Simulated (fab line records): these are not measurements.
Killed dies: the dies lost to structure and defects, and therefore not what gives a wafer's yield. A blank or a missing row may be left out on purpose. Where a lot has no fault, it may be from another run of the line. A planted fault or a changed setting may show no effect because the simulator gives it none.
Chamber matching | flow nand_harc | 4 sister chambers for NHARC_A_STAIRCASE_CMP_472 on cmp-01
The step polishes SiO2. 14 wafers are shown with their chamber, then 7 later ones without.

== WAFERS WITH THEIR CHAMBER ==
wafer  | chamber | motor_current_A (A)
L076.2 | 1       | 10.3
L076.4 | 2       | 12.8
L076.6 | 1       | 10.1
L077.2 | 1       | 10.7
L077.4 | 2       | 12.3
L077.5 | 0       | 14.2
L078.2 | 3       | 11.5
L078.5 | 0       | 15.4
L078.6 | 3       | 11.4
L083.1 | 2       | 13.2
L083.2 | 0       | 15.0
L083.6 | 1       | 10.1
L085.2 | 1       | 10.8
L085.5 | 2       | 12.5

SIGNATURES (means of the wafers above)
reading         | chamber 0 | chamber 1 | chamber 2 | chamber 3 | scatter within a chamber
motor_current_A | 14.867    | 10.400    | 12.700    | 11.450    | 0.406
Rule: a wafer lies at a distance from a chamber equal to the root of the sum of squares, over the readings, of (its reading less the chamber's mean, divided by the reading's scatter). If the next closest chamber is less than 2 further off than the closest, the wafer can't be placed; otherwise it belongs to the closest. How the scatter is found: for the shown wafers, subtract from each reading the mean of its chamber, square and add these, divide the total by (wafers less chambers), then take the root.

== WAFERS WITHOUT THEIR CHAMBER ==
wafer  | motor_current_A (A)
L085.6 | 10.0
L090.3 | 14.7
L090.4 | 10.3
L090.6 | 10.2
L091.1 | 12.5
L091.3 | 14.7
L091.6 | 12.8

== EACH ONE'S CHAMBER ==
wafer  | from the rows above | in truth
L085.6 | 1                   | 1
L090.3 | 0                   | 0
L090.4 | 1                   | 1
L090.6 | 1                   | 1
L091.1 | 2                   | 2
L091.3 | 0                   | 0
L091.6 | 2                   | 2
Correct placement for 7 of the 7. Not placeable from these rows: 0. Number placed wrongly: 0.
